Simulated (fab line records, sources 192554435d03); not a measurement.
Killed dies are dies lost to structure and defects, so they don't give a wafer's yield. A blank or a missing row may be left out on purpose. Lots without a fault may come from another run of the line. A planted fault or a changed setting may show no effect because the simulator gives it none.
fab line records | flow n5_finfet
record lots=5 wafers=15 last_day=19
route steps=1938 shown BEOL_M14@1753
lots that met no fault: from a run of the same line without faults
start_h: hours from the record's first day to the start of the lot's first wafer shown | wait_h: hours since the lot's step before | " the same as in the row above | L1.1+2: a row that stands for several wafers | - no value, or no start given | * or withheld: withheld | < > ~ a bound
route shown NAME@n: a module of which the file shows steps, and the number in the route of the first | usual: mean/standard deviation of fault-free wafers | same: alike in all rows | chamber/n: place in a boat | sites: the reading at each site | _std_site: their standard deviation | _edge_site: outer sites' mean less inner sites' | radius_mm: how far each site lies from the wafer's centre | mask NAME#n: copy n | behind: the tool/chamber that last shaped the wafer | hold: why the lot was held/for how many hours/how that ended | device: the transistor (n, p or np) that didn't switch | end of line: the same wafers' tests at the end of the route | a step without rows: its recipe alone | killed: dies lost to structure and defects at the first sort, not the wafer's yield | map: a wafer's dies, x killed, . not, _ none there
set.NAME: the setting as run; set.NAME@STEP: as run at that earlier step | model.NAME: the simulator's own value behind a step, which no gauge read
lots at some steps of the route; a table a step, a row a wafer
services: from which hour (start_h, from the record's first day; less than 0 if before it) a tool's chamber was out of use, for how many hours, and why
## steps
# step N5_BEOL_M14_TRENCH_ETCH_34
# recipe chemistry=C4F8/O2/Ar target=SiO2 target_depth_a=5566.5 mask_material=SOC he_inner_torr=15 he_outer_torr=30 time_s=126.9 ion_energy_ev=800 pressure_mtorr=20 source_w=1905 bias_w=2040 Ar_flow_sccm=400 C4F8_flow_sccm=16 O2_flow_sccm=12
# step N5_BEOL_M14_STRIP_70
# recipe chemistry=C4F8/O2/Ar resist=SiARC rf_frequency_hz=6e+07
# step N5_BEOL_M14_OCD_MEAS_35
# usual trench_depth_nm=562/11
# columns lot.wafer tool chamber start_h wait_h trench_depth_nm
L479.1 ocd-01 - 296.09 0.0 548
L479.2 " - " " 539
L479.6 " - " " 555
L486.3 ocd-02 - 340.88 0.0 568
L486.4 " - " " 554
L486.5 " - " " 554
L497.1 ocd-02 - 388.15 0.0 563
L497.4 " - " " 567
L497.5 " - " " 562
L495.2 ocd-01 - 402.96 0.0 560
L495.4 " - " " 578
L495.5 " - " " 582
L499.3 ocd-01 - 435.29 0.0 563
L499.5 " - " " 571
L499.6 " - " " 547
# step N5_BEOL_M14_STRIP_37
# recipe chemistry=O2 power_w=600 temp_c=60 pressure_mtorr=30 rf_frequency_hz=6e+07 bias_power_w=0 overash_fraction=0.3 o2_flow_sccm=225
# step N5_BEOL_M14_ETCH_38
# recipe chemistry=CF4/N2 target=SiCN target_depth_a=1065 taper_deg=2 time_s=120.6 ion_energy_ev=150 mask_material=SiO2 pressure_mtorr=40 source_w=430 bias_w=70 Ar_flow_sccm=100 cf4_flow_sccm=60 n2_flow_sccm=60
# step N5_BEOL_M14_PRECLEAN_39
# recipe chemistry=residue_remover time_s=60 temp_c=40
# step N5_BEOL_M14_SRD_40
# recipe time_s=30 temp_c=23 rinse_liquid=diw dry=n2_spin spin_rpm=1500 dry_time_s=30
# step N5_BEOL_M14_DEGAS_41
# recipe ambient=vacuum temp_c=300 time_s=60
# step N5_BEOL_M14_PRE_CLEAN_42
# recipe gas=H2/He time_s=30 temp_c=300
# usual heater_power_w=475/67
# same time_s=30
# columns lot.wafer tool chamber start_h wait_h heater_power_w
L479.1 pvd_sputter-01 - 296.98 0.0 482
L479.2 " - " " 446
L479.6 " - " " 448
L486.3 pvd_sputter-03 - 342.36 0.0 592
L486.4 " - " " 443
L486.5 " - " " 604
L497.1 pvd_sputter-03 - 390.11 0.0 613
L497.4 " - " " 385
L497.5 " - " " 386
L495.2 pvd_sputter-02 - 408.03 0.0 409
L495.4 " - " " 613
L495.5 " - " " 495
L499.3 pvd_sputter-03 - 438.81 0.0 379
L499.5 " - " " 596
L499.6 " - " " 466
# step N5_BEOL_M14_SPUTTER_43
# recipe material=TaN target_thk_a=150 temp_c=50 bias_v=168.6 power_w=15000 chamber_pressure_pa=0.12 time_s=24.19
# usual throttle_valve_pct=29.7/0.94
# same time_s=24.19
# columns lot.wafer tool chamber start_h wait_h throttle_valve_pct
L479.1 pvd_sputter-01 - 297.02 0.0 31.7
L479.2 " - " " 28.2
L479.6 " - " " 29.7
L486.3 pvd_sputter-03 - 342.40 0.0 29.1
L486.4 " - " " 31.6
L486.5 " - " " 29.4
L497.1 pvd_sputter-03 - 390.15 0.0 29.2
L497.4 " - " " 29.9
L497.5 " - " " 29.8
L495.2 pvd_sputter-02 - 408.07 0.0 29.7
L495.4 " - " " 30.0
L495.5 " - " " 29.2
L499.3 pvd_sputter-03 - 438.85 0.0 30.2
L499.5 " - " " 29.2
L499.6 " - " " 30.1
# step N5_BEOL_M14_SPUTTER_44
# recipe material=Ta target_thk_a=150 temp_c=50 bias_v=80 power_w=15000 chamber_pressure_pa=0.07 time_s=24.19
# usual throttle_valve_pct=29.7/0.93
# same time_s=24.19
# columns lot.wafer tool chamber start_h wait_h throttle_valve_pct
L479.1 pvd_sputter-01 - 297.10 0.0 31.6
L479.2 " - " " 28.6
L479.6 " - " " 30.0
L486.3 pvd_sputter-03 - 342.48 0.0 29.2
L486.4 " - " " 31.3
L486.5 " - " " 29.1
L497.1 pvd_sputter-03 - 390.23 0.0 29.3
L497.4 " - " " 29.9
L497.5 " - " " 30.0
L495.2 pvd_sputter-02 - 408.15 0.0 29.2
L495.4 " - " " 30.0
L495.5 " - " " 29.5
L499.3 pvd_sputter-03 - 438.93 0.0 29.7
L499.5 " - " " 29.0
L499.6 " - " " 30.1
# step N5_BEOL_M14_SPUTTER_45
# recipe material=Cu target_thk_a=1000 temp_c=-20 bias_v=60 power_w=26000 chamber_pressure_pa=0.13 time_s=16.67
# usual throttle_valve_pct=29.7/0.94
# same time_s=16.67
# columns lot.wafer tool chamber start_h wait_h throttle_valve_pct
L479.1 pvd_sputter-01 - 297.18 0.0 31.2
L479.2 " - " " 28.5
L479.6 " - " " 30.0
L486.3 pvd_sputter-03 - 342.56 0.0 29.0
L486.4 " - " " 31.3
L486.5 " - " " 29.2
L497.1 pvd_sputter-03 - 390.31 0.0 29.2
L497.4 " - " " 29.8
L497.5 " - " " 30.0
L495.2 pvd_sputter-02 - 408.23 0.0 29.4
L495.4 " - " " 29.9
L495.5 " - " " 29.6
L499.3 pvd_sputter-03 - 439.01 0.0 30.0
L499.5 " - " " 29.2
L499.6 " - " " 29.9
# step N5_BEOL_M14_ECD_47
# recipe material=Cu target_thk_a=12480
# columns lot.wafer tool chamber start_h wait_h model.Cu_of_BEOL_M14_ECD_47.thk_nm
L479.1 ecd_cu-02 0 297.29 0.1 1249
L479.2 " 1 " " 1255
L479.6 " 0 " " 1246
L486.3 ecd_cu-01 1 342.74 0.1 1229
L486.4 " 0 " " 1230
L486.5 " 0 " " 771.8
L497.1 ecd_cu-02 1 390.42 0.1 1260
L497.4 " 0 " " 1248
L497.5 " 0 " " 1240
L495.2 ecd_cu-02 0 408.34 0.1 1248
L495.4 " 1 " " 1239
L495.5 " 1 " " 1232
L499.3 ecd_cu-01 1 439.18 0.1 1252
L499.5 " 0 " " 1237
L499.6 " 1 " " 1259
# step N5_BEOL_M14_ANNEAL_48
# recipe temp_c=225 time_s=90 ambient=N2
# usual anneal_temp_c_max=226.0/0.48 wafer_temp_C_max=225.85/0.22
# same time_s=90
# columns lot.wafer tool chamber start_h wait_h anneal_temp_c_max wafer_temp_C_max
L479.1 rtp_anneal-01 0 297.66 0.3 226.3 225.88
L479.2 " 0 " " 225.8 225.57
L479.6 " 0 " " 226.2 225.82
L486.3 rtp_anneal-02 0 342.96 0.2 225.1 225.49
L486.4 " 0 " " 225.0 225.53
L486.5 " 0 " " 225.7 225.65
L497.1 rtp_anneal-01 0 390.61 0.1 226.5 225.65
L497.4 " 0 " " 226.8 225.58
L497.5 " 0 " " 226.8 225.50
L495.2 rtp_anneal-01 0 408.58 0.2 226.1 225.80
L495.4 " 0 " " 226.1 225.93
L495.5 " 0 " " 226.3 225.69
L499.3 rtp_anneal-01 0 439.40 0.2 226.3 225.81
L499.5 " 0 " " 227.0 226.11
L499.6 " 0 " " 226.6 226.23
# step N5_BEOL_M14_CMP_49
# recipe stop_on=SiO2 t_overpolish_s=5.2 down_force_psi=2 platen_rpm=80 clearing_platen_down_force_psi=2 clearing_platen_rpm=80 post_cmp_clean=cu_alkaline target_thk_nm=560 clearing_platen_pad_velocity_m_s=1.5917 pad_velocity_m_s=1.5917
# usual motor_current_A=8.4/1.1 time_to_endpoint_s=122/3.5
# columns lot.wafer tool chamber start_h wait_h motor_current_A time_to_endpoint_s
L479.1 cmp-04 3 297.95 0.3 8.7 126
L479.2 " 2 " " 8.0 126
L479.6 " 0 " " 7.5 126
L486.4 cmp-04 3 343.17 0.1 9.0 120
L486.3 " 1 " " 6.4 117
L486.5 " 0 " " 8.0 77
L497.1 cmp-01 1 390.92 0.3 6.7 116
L497.4 " 0 " " 9.0 118
L497.5 " 1 " " 7.0 115
L495.4 cmp-04 2 408.87 0.2 8.1 120
L495.2 " 3 " " 9.7 119
L495.5 " 1 " " 7.1 121
L499.3 cmp-01 1 439.61 0.2 6.7 125
L499.6 " 1 " " 7.2 122
L499.5 " 2 " " 10.1 128
# step N5_BEOL_M14_THK_MEAS_50
# recipe thk_meas_gauge=xrf reads=Cu_of_BEOL_M14_ECD_47
# usual M14_THK=560/12
# columns lot.wafer tool chamber start_h wait_h M14_THK[nm]
L479.1 film_metro-01 - 298.25 - 546
L479.2 " - " " 538
L479.6 " - " " 553
L486.3 film_metro-02 - 343.46 - 567
L486.4 " - " " 553
L486.5 " - " " 552
L497.1 film_metro-02 - 391.22 - 564
L497.4 " - " " 568
L497.5 " - " " 565
L495.2 film_metro-02 - 409.13 - 562
L495.4 " - " " 577
L495.5 " - " " 578
L499.3 film_metro-02 - 439.91 - 551
L499.5 " - " " 566
L499.6 " - " " 541
## services
# columns tool chamber start_h hours kind
cmp-01 - 316.18 0.9 repair
cmp-01 - 322.86 4.0 pm
cmp-01 - 326.86 - consumable_replace:conditioner
cmp-01 - 326.86 - consumable_replace:pad
cmp-01 - 343.60 5.5 pm
pvd_sputter-01 - 376.86 2.8 repair
cmp-01 - 382.85 2.2 repair
ecd_cu-01 - 383.27 5.5 pm
cmp-04 - 387.88 4.0 repair
cmp-04 - 412.46 0.5 repair
cmp-01 - 417.91 0.8 repair
cmp-04 - 431.51 15.2 pm
pvd_sputter-03 - 434.03 2.5 repair
## key
first_sign step=N5_BEOL_M14_CMP_49 reading=time_to_endpoint_s direction=down sigmas=13 usual=* struck=*
effect none on later readings
model_effect step=N5_BEOL_M14_ECD_47 value=Cu_of_BEOL_M14_ECD_47.thk_nm without=1239 struck=771.8
met_at N5_BEOL_M14_ECD_47
struck_wafers L486.5
fault kind=process_parameter_drift tool=ecd_cu-01 chamber=- onset_h=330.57 steps=N5_BEOL_M14_ECD_47 channel=target_thk_a offset=* shape=step end_h=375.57 scope=struck_wafers_only acts_in=* stated=*
